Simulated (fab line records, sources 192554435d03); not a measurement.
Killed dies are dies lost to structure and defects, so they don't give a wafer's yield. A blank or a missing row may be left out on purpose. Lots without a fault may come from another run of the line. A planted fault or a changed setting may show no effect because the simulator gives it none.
A struck lot beside a sound one | flow n5_finfet | 26 steps out of a route of 1938
Sound: wafers L174.2, L174.4, L174.6. Struck: wafers L167.1, L167.4, L167.6. The cause comes at the end.
At each step with rows: each side's tool, then ch and its chambers, then its first start. Under that, the readings that differ: sound wafers | struck wafers | difference of the means | sigmas: that difference in standard deviations of wafers without a fault.
alike: readings whose means differ by less than 2 such deviations, and words and numbers that are the same on both sides. not compared: withheld readings, readings that some wafer has no value for, bounds like >300 that may hide the same value, and numbers for which the record gives no deviation and whose values overlap.
The two part at a step that has a row with sigmas, a row that says differs or no value, or rows on one side only. Numbers that don't overlap but have no deviation are shown without sigmas and don't part them. A reading that every wafer of one side lacks parts them only if that side has two wafers or more.

first, 9 steps without rows for these wafers: N5_MOL_CONTACT_COAG_SRD_126 (dry time 32 s); N5_MOL_CONTACT_COAG_CMP_23 (polishes, stops on SiO2, t overpolish 1.5 s, target thk 0 nm); N5_MOL_CONTACT_COAG_WET_ETCH_26 (target Co, target depth 13 nm); N5_MOL_CONTACT_COAG_WET_ETCH_116 (etches the open film in SC1-inhibited, target depth 4.6 nm, rinse time 30 s); N5_MOL_CONTACT_COAG_ALD_27 (deposits SiOC, target thk 17 nm, pulse time 1.5 s, time 2720 s); N5_MOL_CONTACT_COAG_CMP_28 (polishes, stops on SiNx, t overpolish 0.85 s, target thk 14.522 nm); N5_MOL_CONTACT_COAG_ALD_123 (deposits SiNx, target thk 5 nm, pulse time 1 s, purge time 2 s); N5_MOL_CONTACT_COAG_PECVD_31 (deposits SiO2 from TEOS/O2, target thk 46 nm, time 8.9 s); N5_MOL_CONTACT_COAG_COAT_75 (time 60 s, resist thk 60 nm).
N5_MOL_CONTACT_COAG_COAT_76: time 60 s, resist thk 10 nm.
  sound on litho_track-04 ch 0, day 8 19:15; struck on litho_track-01 ch 0, day 7 00:22
  reading                                             | sound                | struck               | difference | sigmas
  spin_speed_rpm (rpm)                                | 1498.7 1499.7 1499.8 | 1165.6 1162.2 1161.9 | -336.2     | -99 or more
  model.SiARC_of_MOL_CONTACT_COAG_COAT_76.thk_nm (nm) | 10 10 10             | 11.4 11.4 11.2       | +1.3       |
  alike: exhaust_pa, heater_power_total_W
then, 9 steps without rows for these wafers: N5_MOL_CONTACT_COAG_COAT_77 (time 60 s, resist thk 10 nm); N5_MOL_CONTACT_COAG_COAT_78 (resist thk 40 nm); N5_MOL_CONTACT_COAG_EBR_80; N5_MOL_CONTACT_COAG_SOFTBAKE_79 (time 60 s); N5_MOL_CONTACT_COAG_EXPOSE_81 (exposes mask VG, defocus 0 nm); N5_MOL_CONTACT_COAG_PEB_82 (peb time 60 s); N5_MOL_CONTACT_COAG_DEVELOP_83 (develop time 30 s); N5_MOL_CONTACT_COAG_DESCUM_88 (chemistry O2, time 7 s); N5_MOL_CONTACT_COAG_ETCH_89 (etches underlayer in N2/H2, target depth 13 nm, time 10.4 s).
N5_MOL_CONTACT_COAG_ETCH_90: etches SiARC in CF4, target depth 13 nm, time 21.7 s.
  sound on rie_diel-05 ch 1,2,3, day 8 20:09; struck on rie_diel-05 ch 0,2, day 7 00:58
  reading                                               | sound             | struck            | difference | sigmas
  etch_rf_on_time_s (s)                                 | 22.1 22.0 21.9    | 24.3 24.9 24.3    | +2.5       | +8
  model.etch.depth_nm (nm)                              | 9.973 9.982 9.948 | 11.31 11.34 11.28 | +1.34      |
  model.CAR-EUV_of_MOL_CONTACT_COAG_COAT_78.thk_nm (nm) | 16.6 16.8 16.6    | 15.8 15.8 16      | -0.8       |
  alike: bias_w, drypump_motor_current_A, oes_product_au, rf_vpp_V, showerhead_plenum_p_Torr, throttle_valve_pct
  not compared: rf_hours_counter_h
then, 1 step without rows for these wafers: N5_MOL_CONTACT_COAG_ALD_131 (deposits SiO2, target thk 5 nm, pulse time 1 s, co reactant pulse time 1 s).
N5_MOL_CONTACT_COAG_ETCHBACK_132: etches SiO2 in CHF3, target depth 10 nm, time 6.7 s.
  sound on rie_diel-05 ch 1,2,3, day 8 20:29; struck on rie_diel-01 ch 0,2, day 7 01:16
  reading                                               | sound          | struck         | difference | sigmas
  model.CAR-EUV_of_MOL_CONTACT_COAG_COAT_78.thk_nm (nm) | 15.2 15.4 15.4 | 14.4 14.4 14.4 | -0.9       |
  alike: bias_w, drypump_motor_current_A, oes_product_au, rf_vpp_V, showerhead_plenum_p_Torr, throttle_valve_pct
  not compared: rf_hours_counter_h
N5_MOL_CONTACT_COAG_ETCH_91: etches SOC in N2/H2, target depth 60 nm, overetch 21 nm, time 101.2 s.
  sound on rie_diel-05 ch 1,2,3, day 8 20:31; struck on rie_diel-01 ch 0,2, day 7 01:18
  reading                                             | sound       | struck  | difference | sigmas
  model.SiARC_of_MOL_CONTACT_COAG_COAT_76.thk_nm (nm) | 5.8 5.8 5.8 | 7 7.2 7 | +1         |
  alike: bias_w, drypump_motor_current_A, oes_product_au, rf_vpp_V, showerhead_plenum_p_Torr, throttle_valve_pct
  not compared: rf_hours_counter_h
then, 1 step without rows for these wafers: N5_MOL_CONTACT_COAG_STRIP_92 (strips in N2/H2).
-- the record jumps here: 4 days lie between the struck wafers' starts before and after (it left off in module MOL_CONTACT_COAG and takes up again in module BEOL_M4, whose first step shown is number 1111 of the route) --
N5_BEOL_M4_RC_MEAS_101:
  sound on prober-02 ch 0, day 12 17:53; struck on prober-01 ch 0, day 10 23:13
  alike: DIBL_N, DIBL_P, IOFF_N, IOFF_P, ION_N, ION_P, SS_N, SS_P, VT_N, VT_P
N5_PASSIVATION_PROBE_49:
  the record has rows for the sound wafers here (prober-01, day 17 09:02) and none for the struck ones

WHERE THEY PART
First at N5_MOL_CONTACT_COAG_COAT_76; last, within this record, at N5_PASSIVATION_PROBE_49.

WHY: what the simulator had put in
Process parameter drift: litho_track-01, from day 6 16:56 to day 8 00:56, at N5_MOL_CONTACT_COAG_COAT_76. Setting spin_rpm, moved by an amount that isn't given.
